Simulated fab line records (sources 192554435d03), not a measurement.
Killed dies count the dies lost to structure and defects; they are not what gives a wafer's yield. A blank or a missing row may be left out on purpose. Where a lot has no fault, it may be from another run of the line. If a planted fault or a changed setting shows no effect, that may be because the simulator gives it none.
fab line records	flow n5-finfet
record: lots: 5	wafers: 13	last-day: 17
route steps=1938 shown BEOL_M4@1099 BEOL_M5@1112 BEOL_M15@1824 PASSIVATION@1936
lots with no fault: from the same line, run without faults
start-h: start of the lot's first displayed wafer, in hours after the record's first day	wait-h: hours from the lot's prior step to this one	" unchanged from the row above	L1.1+2: a single row standing in for several wafers	- no value, or no start was given	* or withheld: withheld	< > ~ a bound
route shown NAME@n: names a module that has steps shown in the file, with the first one's number in the route	usual: mean and standard deviation over wafers with no fault	same: alike in all rows	chamber/n: place in a boat	sites: per-site readings	_std_site: standard deviation of those values	_edge_site: outer sites' mean less inner sites'	radius-mm: for every site, how far away it sits from the centre of the wafer	mask NAME#n: copy n	behind: the most recent tool/chamber to have shaped the wafer	hold: reason for holding the lot/hours on hold/outcome of the hold	device: whichever transistor did not switch (one of n, p or np)	end of line: the route-end tests of the same wafers	for a step that has no rows: nothing shown but its recipe	killed: count of dies lost to structure and defects at first sort (not the wafer's yield)	map: per-die view of a wafer (x killed, . not killed, _ where there is no die)
set.NAME: the run value of the setting; set.NAME@STEP: its run value at that earlier step	model.NAME: the simulator's own value behind a step, which no gauge read
certain route steps with their lots: each step a table, each wafer a row
services: the hour from which a tool's chamber was out of use, counted from the record's first day as start-h (under 0 if before that day), plus the number of hours and why
== steps ==
step: N5_BEOL_M4_ANNEAL_95
recipe: temp-c: 400	time-s: 240	ambient: vacuum
step: N5_BEOL_M4_SPUTTER_96
recipe: material: Cu	target-thk-a: 45	temp-c: -20	chamber-pressure-pa: 0.07	power-w: withheld	time-s: 8.29
step: N5_BEOL_M4_ECD_50
recipe: material: Cu	target-thk-a: 3000
step: N5_BEOL_M4_ANNEAL_51
recipe: temp-c: 225	time-s: 90	ambient: N2
step: N5_BEOL_M4_CMP_52
recipe: stop-on: SiOC	t-overpolish-s: 6.8	down-force-psi: 1	platen-rpm: 50	clearing-platen-down-force-psi: 1.5	clearing-platen-rpm: 50	post-cmp-clean: cu-alkaline	target-thk-nm: 40	clearing-platen-pad-velocity-m-s: 0.99484	pad-velocity-m-s: 0.99484
step: N5_BEOL_M4_PRE_CLEAN_60
recipe: gas: NH3/H2	time-s: 15	temp-c: *	rf-power-w: 300
step: N5_BEOL_M4_CO_CAP_55
recipe: material: Co	target-thk-a: 20	temp-c: 200	precursor: CCTBA/H2	pressure-torr: 30	time-s: 102.1
step: N5_BEOL_M4_PRE_CLEAN_56
recipe: gas: NH3	time-s: 15	temp-c: withheld	rf-power-w: 300
step: N5_BEOL_M4_DEP_57
recipe: material: SiCN	target-thk-a: 80	temp-c: withheld	precursor: 3MS/NH3	pressure-torr: 3	rf-w: 202	time-s: 14
step: N5_BEOL_M4_RC_MEAS_101
usual: DIBL_N: 36.6/2.1	DIBL_P: 36.5/2.7	IOFF_N: 0.17/0.043	IOFF_P: 0.22/0.045	ION_N: 674/17	ION_P: 461/9.9	SS_N: 71.7/0.79	SS_P: 73.4/0.79	VT_N: 249/4	VT_P: -250/3.3
lot.wafer	tool	chamber	start-h	wait-h	DIBL_N[mV/V]	DIBL_P[mV/V]	IOFF_N[nA/um]	IOFF_P[nA/um]	ION_N[uA/um]	ION_P[uA/um]	SS_N[mV/dec]	SS_P[mV/dec]	VT_N[mV]	VT_P[mV]
L481.1	prober-01	0	209.08	0.0	37.1	37.3	0.17	0.20	667	454	72.2	73.3	248	-251
L481.4	"	0	"	"	35.3	35.6	0.12	0.18	649	450	71.6	73.5	257	-256
L481.6	"	0	"	"	35.7	36.6	0.14	0.20	665	456	71.8	72.8	251	-254
L489.2	prober-01	0	269.83	0.2	34.9	35.7	0.13	0.18	663	457	71.5	73.3	251	-252
L489.5	"	0	"	"	37.1	37.9	0.18	0.22	690	466	71.4	73.8	248	-250
L490.2	prober-02	0	274.16	0.2	34.9	36.4	0.14	0.20	674	472	70.8	73.4	251	-248
L490.3	"	0	"	"	38.0	39.6	0.18	0.24	679	462	72.4	74.1	248	-249
L491.2	prober-02	0	275.93	0.2	38.1	39.4	0.24	0.26	713	478	71.9	74.1	243	-247
L491.5	"	0	"	"	39.4	39.4	0.24	0.26	705	473	72.1	74.2	243	-250
L491.6	"	0	"	"	37.1	37.6	0.20	0.22	711	475	72.0	73.6	243	-251
L497.3	prober-02	0	320.61	0.3	38.0	35.6	0.18	0.20	674	451	72.4	73.7	249	-249
L497.4	"	0	"	"	35.6	33.7	0.13	0.17	678	462	71.6	73.0	254	-253
L497.6	"	0	"	"	36.6	31.5	0.16	0.15	646	442	73.1	72.5	257	-253
step: N5_BEOL_M5_ILD_DEP_00
recipe: material: SiCOH_lowk	target-thk-a: 1406.4	temp-c: 300	precursor: DEMS/porogen	pressure-torr: 5	rf-w: 500	time-s: 25.9
step: N5_BEOL_M5_CURE_79
recipe: temp-c: 385	time-s: 240	ambient: He/Ar	material: SiCOH_lowk
step: N5_BEOL_M5_PECVD_70
recipe: material: SiO2	target-thk-a: 160	temp-c: 400	precursor: TEOS/O2	pressure-torr: 5.5	rf-w: 450	teos-flow-sccm: 53.8	gas: O2	flow-sccm: 3000	time-s: 18
step: N5_BEOL_M5_HM_DEP_02
recipe: material: TiN	target-thk-a: 200	temp-c: 25	chamber-pressure-pa: 0.49996
step: N5_BEOL_M5_COAT_59
recipe: resist: SOC	temp-c: 250	time-s: 60	spin-rpm: 1500	resist-thk-nm: 60
step: N5_BEOL_M5_COAT_60
recipe: resist: SiARC	temp-c: 220	time-s: 60	spin-rpm: 1500	resist-thk-nm: 12
step: N5_BEOL_M5_COAT_71
recipe: resist: underlayer	temp-c: 205	time-s: 60	spin-rpm: 1500	resist-thk-nm: 5
step: N5_BEOL_M5_COAT_05
recipe: resist: CAR-EUV	spin-rpm: 1500	resist-thk-nm: 30
step: N5_BEOL_M5_EBR_07
recipe: solvent: PGMEA	ebr-width-mm: 1.5
step: N5_BEOL_M5_SOFTBAKE_06
recipe: temp-c: 110	time-s: 60	resist: CAR-EUV
step: N5_BEOL_M5_EXPOSE_08
recipe: mask-id: M5	na: 0.33	source-shape: annular	sigma-inner: 0.4	sigma-outer: 0.8	polarization: unpolarized	target-cd-nm: 28	dose-mj: 35.75
step: N5_BEOL_M5_PEB_09
recipe: peb-temp-c: 100	peb-time-s: 60	resist: CAR-EUV
step: N5_BEOL_M5_DEVELOP_10
recipe: develop-time-s: 30	developer: TMAH	resist: CAR-EUV	rinse-liquid: surfactant-rinse	dry: air-spin	dev-temp-c: 23
step: N5_BEOL_M5_DESCUM_16
recipe: chemistry: O2	time-s: 7	source-power-w: 50	bias-power-w: 20	pressure-mtorr: 20	rf-frequency-hz: 2.712e+07	temp-c: 40	resist: CAR-EUV	o2-flow-sccm: 225
step: N5_BEOL_M5_ETCH_72
recipe: chemistry: N2/H2	target: underlayer	target-depth-a: 65	mask-material: CAR-EUV	time-s: 5.2	ion-energy-ev: 200	pressure-mtorr: 30	source-w: 840	bias-w: 150	n2-flow-sccm: 200	h2-flow-sccm: 200	ends: cleared
step: N5_BEOL_M5_ETCH_61
recipe: chemistry: CF4	target: SiARC	target-depth-a: 156	mask-material: CAR-EUV	time-s: 26	ion-energy-ev: 80	pressure-mtorr: 40	source-w: 545	bias-w: 36	Ar_flow_sccm: 100	cf4-flow-sccm: 100	ends: cleared
step: N5_BEOL_M5_ETCH_62
recipe: chemistry: N2/H2	target: SOC	target-depth-a: 750	overetch-a: 150	mask-material: SiARC	temp-c: 40	time-s: 112.5	ion-energy-ev: 200	pressure-mtorr: 30	source-w: 840	bias-w: 150	n2-flow-sccm: 200	h2-flow-sccm: 200
step: N5_BEOL_M5_STRIP_63
recipe: chemistry: N2/H2	temp-c: 40	n2-flow-sccm: 200	h2-flow-sccm: 200	rf-frequency-hz: 6e+07
step: N5_BEOL_M5_STRIP_73
recipe: chemistry: N2/H2	temp-c: 40	n2-flow-sccm: 200	h2-flow-sccm: 200	rf-frequency-hz: 6e+07
step: N5_BEOL_M5_STRIP_64
recipe: chemistry: CF4	resist: SiARC	power-w: 300	bias-power-w: 75	pressure-mtorr: 50	cf4-flow-sccm: 150	rf-frequency-hz: 6e+07
step: N5_BEOL_M5_HM_OPEN_17
recipe: chemistry: Cl2/BCl3	target-depth-a: 200	overetch-a: 60	target: TiN	mask-material: SOC	ion-energy-ev: 150	pressure-mtorr: 10	icp-w: 1000	bias-w: 126	Cl2_flow_sccm: 53.25	bcl3-flow-sccm: 21.75	Ar_flow_sccm: 25
step: N5_BEOL_M5_STRIP_19
recipe: chemistry: O2	power-w: 400	temp-c: 40	pressure-mtorr: 30	rf-frequency-hz: 6e+07	bias-power-w: 0	overash-fraction: 0.2	o2-flow-sccm: 225
step: N5_BEOL_M5_COAT_65
recipe: resist: SOC	temp-c: 250	time-s: 60	spin-rpm: 1500	resist-thk-nm: 60
step: N5_BEOL_M5_COAT_66
recipe: resist: SiARC	temp-c: 220	time-s: 60	spin-rpm: 1500	resist-thk-nm: 12
step: N5_BEOL_M15_CMP_49
recipe: stop-on: SiO2	t-overpolish-s: 4.9	down-force-psi: 2	platen-rpm: 80	clearing-platen-down-force-psi: 2	clearing-platen-rpm: 80	post-cmp-clean: cu-alkaline	target-thk-nm: 850	clearing-platen-pad-velocity-m-s: 1.5917	pad-velocity-m-s: 1.5917
usual: barrier-field-endpoint-s: 11.34/0.25	motor-current-A: 8.1/0.58	overpolish-run-s: 4.900/0.0082
lot.wafer	tool	chamber	start-h	wait-h	barrier-field-endpoint-s	motor-current-A	overpolish-run-s
L481.1	cmp-04	1	298.74	0.7	11.60	7.6	4.895
L481.4	"	3	"	"	11.73	8.4	4.913
L481.6	"	2	"	"	11.37	7.5	4.909
L489.2	cmp-04	2	354.38	0.3	22.36	7.7	3.642
L489.5	"	1	"	"	11.09	8.2	4.889
L491.2	cmp-04	3	366.43	0.2	23.13	8.9	2.860
L491.5	"	3	"	"	11.27	8.5	4.894
L491.6	"	0	"	"	11.54	7.9	4.905
L490.2	cmp-04	1	368.67	0.6	22.80	8.1	3.206
L490.3	"	2	"	"	22.68	7.7	3.313
L497.3	cmp-03	0	405.76	0.2	11.23	7.2	4.908
L497.4	"	1	"	"	11.72	9.9	4.901
L497.6	"	0	"	"	11.75	7.1	4.898
step: N5_BEOL_M15_THK_MEAS_50
recipe: thk-meas-gauge: xrf	reads: Cu_of_BEOL_M15_ECD_47
usual: M15_THK: 848/18
lot.wafer	tool	chamber	start-h	wait-h	M15_THK[nm]
L481.1	film-metro-01	-	299.04	-	864
L481.4	"	-	"	"	836
L481.6	"	-	"	"	865
L489.2	film-metro-02	-	354.60	-	1520
L489.5	"	-	"	"	845
L491.2	film-metro-02	-	366.72	-	1551
L491.5	"	-	"	"	828
L491.6	"	-	"	"	860
L490.2	film-metro-02	-	368.96	-	1557
L490.3	"	-	"	"	1571
L497.3	film-metro-02	-	406.02	-	859
L497.4	"	-	"	"	838
L497.6	"	-	"	"	852
step: N5_BEOL_M15_INSPECT_55
recipe: inspect-instrument: darkfield	mode: post-dep
usual: raw-defect-count: 70/22
lot.wafer	tool	chamber	start-h	wait-h	raw-defect-count
L481.1	defect-inspect-01	-	299.22	0.0	102
L481.4	"	-	"	"	78
L481.6	"	-	"	"	99
L489.2	defect-inspect-02	-	354.75	0.0	6225
L489.5	"	-	"	"	69
L491.2	defect-inspect-02	-	366.88	0.0	6446
L491.5	"	-	"	"	45
L491.6	"	-	"	"	81
L490.2	defect-inspect-01	-	369.12	0.0	6331
L490.3	"	-	"	"	6308
L497.3	defect-inspect-02	-	406.17	0.0	84
L497.4	"	-	"	"	82
L497.6	"	-	"	"	65
step: N5_PASSIVATION_PROBE_49
usual: defect-limited-yield: 91.5/1.7	killed_at_M0_to_M3: 33/11	killed_at_M4_up: 13/5.2	killed-at-contacts: 11/5.7	killed-at-front-end: 39/11	killed-at-other: 4/3	killed-dies: 101/20	killed-on-rim: 13/4.1	killed-open: 66/15	killed-short: 33/8.4	sort_bin_5_function: 5.0/1.1	sort_bin_6_memory: 3.2/0.69	sort_bin_8_speed: 0.1/0.52	sort-n-pass: 1078/20	sort-yield-pct: 91.4/1.7
same: gross-dies: 1180	killed-at-back-side: 0	sort_bin_4_leakage[%]: 0
lot.wafer	tool	chamber	start-h	wait-h	defect-limited-yield[%]	killed_at_M0_to_M3	killed_at_M4_up	killed-at-contacts	killed-at-front-end	killed-at-other	killed-dies	killed-on-rim	killed-open	killed-short	sort_bin_5_function[%]	sort_bin_6_memory[%]	sort_bin_8_speed[%]	sort-n-pass	sort-yield-pct[%]
L481.1	prober-01	-	315.61	0.0	91.1	53	8	11	28	5	105	11	63	40	5.1	3.6	0	1075	91.1
L481.4	prober-01	-	315.76	0.2	93.8	22	9	19	21	2	73	13	53	20	3.5	2.6	0	1107	93.8
L481.6	prober-01	-	315.86	0.3	91.8	45	8	9	34	1	97	16	63	33	4.8	3.2	0	1083	91.8
L489.2	prober-01	-	372.59	0.1	0	54	1091	2	32	1	1180	152	60	39	4.5	3.8	0	0	0
L489.5	prober-01	-	372.74	0.2	86.9	68	19	11	49	8	155	19	98	56	7.5	4.9	0	1025	86.9
L491.2	prober-02	-	382.07	0.1	0	54	1073	6	46	1	1180	152	75	46	6.0	4.1	0	0	0
L491.5	prober-02	-	382.22	0.2	89.7	35	7	4	66	9	121	12	55	53	5.2	3.4	0	1059	89.7
L490.2	prober-02	-	385.98	0.1	0	13	1106	14	41	6	1180	152	53	37	4.5	2.7	0	0	0
L490.3	prober-02	-	386.03	0.1	0	26	1100	8	39	7	1180	152	55	39	5.3	2.6	0	0	0
L497.3	prober-02	-	419.49	0.1	87.8	62	29	7	44	2	144	23	105	38	8.4	3.6	0	1036	87.8
L497.4	prober-02	-	419.54	0.2	92.8	28	15	6	35	1	85	13	55	30	4.7	2.3	0	1095	92.8
L497.6	prober-02	-	419.64	0.3	90.6	33	13	17	44	4	111	18	71	38	5.9	3.3	0.8	1060	89.8
killed by level:class
L481.1 BEOL_M0_SAQP:geometric-particle:short=12 BEOL_M2:geometric-particle:open=10 BEOL_M0_SAQP:geometric-particle:open=8 MOL_CONTACT_COAG:geometric-particle:open=8 BEOL_M1:geometric-particle:open=8 DUMMY_GATE:geometric-particle:open=7 GATE_CUT:geometric-particle:short=5 BEOL_M2:geometric-particle:short=4
L481.4 MOL_CONTACT_COAG:geometric-particle:open=17 FIN_SAQP:geometric-particle:open=5 DUMMY_GATE:geometric-particle:open=5 BEOL_M0_SAQP:geometric-particle:open=5 BEOL_M0_SAQP:geometric-particle:short=5 BEOL_M4:geometric-particle:short=5 BEOL_M1:geometric-particle:open=4 GATE_CUT:geometric-particle:open=3
L481.6 BEOL_M3:geometric-particle:open=12 BEOL_M2:geometric-particle:open=11 MOL_CONTACT_COAG:geometric-particle:open=8 FIN_SAQP:geometric-particle:short=6 BEOL_M0_SAQP:geometric-particle:open=6 BEOL_M1:geometric-particle:open=6 FIN_SAQP:geometric-particle:open=5 DUMMY_GATE:geometric-particle:open=5
L489.2 BEOL_M15:area-cmp=1081 BEOL_M0_SAQP:geometric-particle:short=21 BEOL_M0_SAQP:geometric-particle:open=14 BEOL_M3:geometric-particle:open=9 BEOL_M2:geometric-particle:open=7 BEOL_M4:geometric-particle:open=7 FIN_SAQP:geometric-particle:short=6 FIN_SAQP:geometric-particle:open=6
L489.5 BEOL_M0_SAQP:geometric-particle:short=28 BEOL_M0_SAQP:geometric-particle:open=27 BEOL_M4:geometric-particle:open=14 MOL_CONTACT_COAG:geometric-particle:open=10 FIN_SAQP:geometric-particle:open=9 FIN_SAQP:geometric-particle:short=9 STI_FIN_REVEAL:geometric-particle:open=7 BEOL_M2:geometric-particle:open=6
L491.2 BEOL_M15:area-cmp=1059 BEOL_M0_SAQP:geometric-particle:short=21 FIN_SAQP:geometric-particle:open=13 BEOL_M0_SAQP:geometric-particle:open=12 FIN_SAQP:geometric-particle:short=9 BEOL_M0:geometric-particle:open=7 BEOL_M2:geometric-particle:open=7 GATE_CUT:geometric-particle:short=6
L491.5 FIN_SAQP:geometric-particle:open=17 FIN_SAQP:geometric-particle:short=14 BEOL_M0_SAQP:geometric-particle:short=14 HKMG_FIN:area-etch=13 BEOL_M0_SAQP:geometric-particle:open=8 GATE_CUT:geometric-particle:open=4 GATE_CUT:geometric-particle:short=4 BEOL_M2:geometric-particle:short=4
L490.2 BEOL_M15:area-cmp=1090 FIN_SAQP:geometric-particle:short=12 STI_FIN_REVEAL:geometric-particle:open=12 MOL_CONTACT_COAG:geometric-particle:open=10 FIN_SAQP:geometric-particle:open=5 BEOL_M5:geometric-particle:open=5 BEOL_M4:geometric-particle:short=4 GATE_CUT:geometric-particle:short=4
L490.3 BEOL_M15:area-cmp=1085 FIN_SAQP:geometric-particle:short=15 FIN_SAQP:geometric-particle:open=9 BEOL_M0_SAQP:geometric-particle:short=9 BEOL_M0_SAQP:geometric-particle:open=6 MOL_CONTACT_COAG:geometric-particle:open=5 BEOL_M5:geometric-particle:open=5 BEOL_M3:geometric-particle:open=4
L497.3 BEOL_M2:geometric-particle:open=17 BEOL_M1:geometric-particle:open=13 BEOL_M4:geometric-particle:open=12 FIN_SAQP:geometric-particle:short=9 BEOL_M0_SAQP:geometric-particle:short=9 BEOL_M3:geometric-particle:open=9 STI_FIN_REVEAL:geometric-particle:open=8 MOL_CONTACT_COAG:geometric-particle:open=7
L497.4 FIN_SAQP:geometric-particle:short=9 BEOL_M0_SAQP:geometric-particle:open=8 FIN_SAQP:geometric-particle:open=7 STI_FIN_REVEAL:geometric-particle:open=6 BEOL_M0_SAQP:geometric-particle:short=6 BEOL_M2:geometric-particle:open=6 MOL_CONTACT_COAG:geometric-particle:open=5 BEOL_M1:geometric-particle:open=5
L497.6 FIN_SAQP:geometric-particle:open=13 MOL_CONTACT_COAG:geometric-particle:open=10 BEOL_M2:geometric-particle:open=8 STI_FIN_REVEAL:geometric-particle:open=7 BEOL_M1:geometric-particle:open=7 FIN_SAQP:geometric-particle:short=6 BEOL_M5:geometric-particle:open=6 DUMMY_GATE:geometric-particle:open=5
map L489.2 (x killed, . not)
_________________xxxxxxxxxxxx________________
______________xxxxxxxxxxxxxxxxxx_____________
___________xxxxxxxxxxxxxxxxxxxxxxxx__________
__________xxxxxxxxxxxxxxxxxxxxxxxxxx_________
________xxxxxxxxxxxxxxxxxxxxxxxxxxxxxx_______
_______xxxxxxxxxxxxxxxxxxxxxxxxxxxxxxxx______
______xxxxxxxxxxxxxxxxxxxxxxxxxxxxxxxxxx_____
_____xxxxxxxxxxxxxxxxxxxxxxxxxxxxxxxxxxxx____
____xxxxxxxxxxxxxxxxxxxxxxxxxxxxxxxxxxxxxx___
___xxxxxxxxxxxxxxxxxxxxxxxxxxxxxxxxxxxxxxxx__
___xxxxxxxxxxxxxxxxxxxxxxxxxxxxxxxxxxxxxxxx__
__xxxxxxxxxxxxxxxxxxxxxxxxxxxxxxxxxxxxxxxxxx_
__xxxxxxxxxxxxxxxxxxxxxxxxxxxxxxxxxxxxxxxxxx_
_xxxxxxxxxxxxxxxxxxxxxxxxxxxxxxxxxxxxxxxxxxxx
_xxxxxxxxxxxxxxxxxxxxxxxxxxxxxxxxxxxxxxxxxxxx
_xxxxxxxxxxxxxxxxxxxxxxxxxxxxxxxxxxxxxxxxxxxx
_xxxxxxxxxxxxxxxxxxxxxxxxxxxxxxxxxxxxxxxxxxxx
_xxxxxxxxxxxxxxxxxxxxxxxxxxxxxxxxxxxxxxxxxxxx
_xxxxxxxxxxxxxxxxxxxxxxxxxxxxxxxxxxxxxxxxxxxx
_xxxxxxxxxxxxxxxxxxxxxxxxxxxxxxxxxxxxxxxxxxxx
_xxxxxxxxxxxxxxxxxxxxxxxxxxxxxxxxxxxxxxxxxxxx
__xxxxxxxxxxxxxxxxxxxxxxxxxxxxxxxxxxxxxxxxxx_
__xxxxxxxxxxxxxxxxxxxxxxxxxxxxxxxxxxxxxxxxxx_
___xxxxxxxxxxxxxxxxxxxxxxxxxxxxxxxxxxxxxxxx__
___xxxxxxxxxxxxxxxxxxxxxxxxxxxxxxxxxxxxxxxx__
____xxxxxxxxxxxxxxxxxxxxxxxxxxxxxxxxxxxxxx___
_____xxxxxxxxxxxxxxxxxxxxxxxxxxxxxxxxxxxx____
______xxxxxxxxxxxxxxxxxxxxxxxxxxxxxxxxxx_____
_______xxxxxxxxxxxxxxxxxxxxxxxxxxxxxxxx______
________xxxxxxxxxxxxxxxxxxxxxxxxxxxxxx_______
__________xxxxxxxxxxxxxxxxxxxxxxxxxx_________
___________xxxxxxxxxxxxxxxxxxxxxxxx__________
______________xxxxxxxxxxxxxxxxxx_____________
_________________xxxxxxxxxxxx________________
map L490.2 (x killed, . not)
_________________xxxxxxxxxxxx________________
______________xxxxxxxxxxxxxxxxxx_____________
___________xxxxxxxxxxxxxxxxxxxxxxxx__________
__________xxxxxxxxxxxxxxxxxxxxxxxxxx_________
________xxxxxxxxxxxxxxxxxxxxxxxxxxxxxx_______
_______xxxxxxxxxxxxxxxxxxxxxxxxxxxxxxxx______
______xxxxxxxxxxxxxxxxxxxxxxxxxxxxxxxxxx_____
_____xxxxxxxxxxxxxxxxxxxxxxxxxxxxxxxxxxxx____
____xxxxxxxxxxxxxxxxxxxxxxxxxxxxxxxxxxxxxx___
___xxxxxxxxxxxxxxxxxxxxxxxxxxxxxxxxxxxxxxxx__
___xxxxxxxxxxxxxxxxxxxxxxxxxxxxxxxxxxxxxxxx__
__xxxxxxxxxxxxxxxxxxxxxxxxxxxxxxxxxxxxxxxxxx_
__xxxxxxxxxxxxxxxxxxxxxxxxxxxxxxxxxxxxxxxxxx_
_xxxxxxxxxxxxxxxxxxxxxxxxxxxxxxxxxxxxxxxxxxxx
_xxxxxxxxxxxxxxxxxxxxxxxxxxxxxxxxxxxxxxxxxxxx
_xxxxxxxxxxxxxxxxxxxxxxxxxxxxxxxxxxxxxxxxxxxx
_xxxxxxxxxxxxxxxxxxxxxxxxxxxxxxxxxxxxxxxxxxxx
_xxxxxxxxxxxxxxxxxxxxxxxxxxxxxxxxxxxxxxxxxxxx
_xxxxxxxxxxxxxxxxxxxxxxxxxxxxxxxxxxxxxxxxxxxx
_xxxxxxxxxxxxxxxxxxxxxxxxxxxxxxxxxxxxxxxxxxxx
_xxxxxxxxxxxxxxxxxxxxxxxxxxxxxxxxxxxxxxxxxxxx
__xxxxxxxxxxxxxxxxxxxxxxxxxxxxxxxxxxxxxxxxxx_
__xxxxxxxxxxxxxxxxxxxxxxxxxxxxxxxxxxxxxxxxxx_
___xxxxxxxxxxxxxxxxxxxxxxxxxxxxxxxxxxxxxxxx__
___xxxxxxxxxxxxxxxxxxxxxxxxxxxxxxxxxxxxxxxx__
____xxxxxxxxxxxxxxxxxxxxxxxxxxxxxxxxxxxxxx___
_____xxxxxxxxxxxxxxxxxxxxxxxxxxxxxxxxxxxx____
______xxxxxxxxxxxxxxxxxxxxxxxxxxxxxxxxxx_____
_______xxxxxxxxxxxxxxxxxxxxxxxxxxxxxxxx______
________xxxxxxxxxxxxxxxxxxxxxxxxxxxxxx_______
__________xxxxxxxxxxxxxxxxxxxxxxxxxx_________
___________xxxxxxxxxxxxxxxxxxxxxxxx__________
______________xxxxxxxxxxxxxxxxxx_____________
_________________xxxxxxxxxxxx________________
== services ==
tool	chamber	start-h	hours	kind
cmp-04	-	276.78	0.6	repair
cmp-03	-	286.88	18.2	pm
cmp-04	-	296.31	1.8	repair
cmp-04	-	341.81	5.5	pm
cmp-04	-	383.28	0.5	repair
cmp-04	-	404.16	0.8	repair
== key ==
first-sign: step: N5_BEOL_M15_CMP_49	reading: overpolish-run-s	direction: down	sigmas: 99+	usual: 4.900	struck: 3.255
effect: step: N5_BEOL_M15_CMP_49	reading: barrier-field-endpoint-s	direction: up	sigmas: 45	usual: 11.34	struck: 22.74
effect: step: N5_BEOL_M15_THK_MEAS_50	reading: M15_THK	direction: up	sigmas: 40	usual: 848	struck: 1550
effect: step: N5_BEOL_M15_INSPECT_55	reading: raw-defect-count	direction: up	sigmas: 99+	usual: 70	struck: 6328
effect: step: N5_PASSIVATION_PROBE_49	reading: killed_at_M4_up	direction: up	sigmas: 99+	usual: 13	struck: 1092
more-kills-born-at: N5_BEOL_M15_CMP_49@cmp-04: 4315
met-at N5_BEOL_M15_CMP_49
struck-wafers L489.2,L490.2,L490.3,L491.2
later-rows-left-out L489.2,L490.2,L490.3,L491.2
baseline-loss: step: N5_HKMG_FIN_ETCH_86	wafers: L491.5
onset-between 298.74 354.38
fault: kind: process-parameter-drift	tool: cmp-04	chamber: -	onset-h: 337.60	steps: N5_BEOL_M15_CMP_49	channel: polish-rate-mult	offset: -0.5	shape: step	end-h: 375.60	scope: struck-wafers-only
later-rows-left-out: the simulator's readings of these wafers behind a module that went badly wrong aren't trusted and aren't shown, but for the sort
baseline-loss: these wafers lose ten dies or more at that step, a loss of the line's own and not of a fault; the sort's usual values leave them out
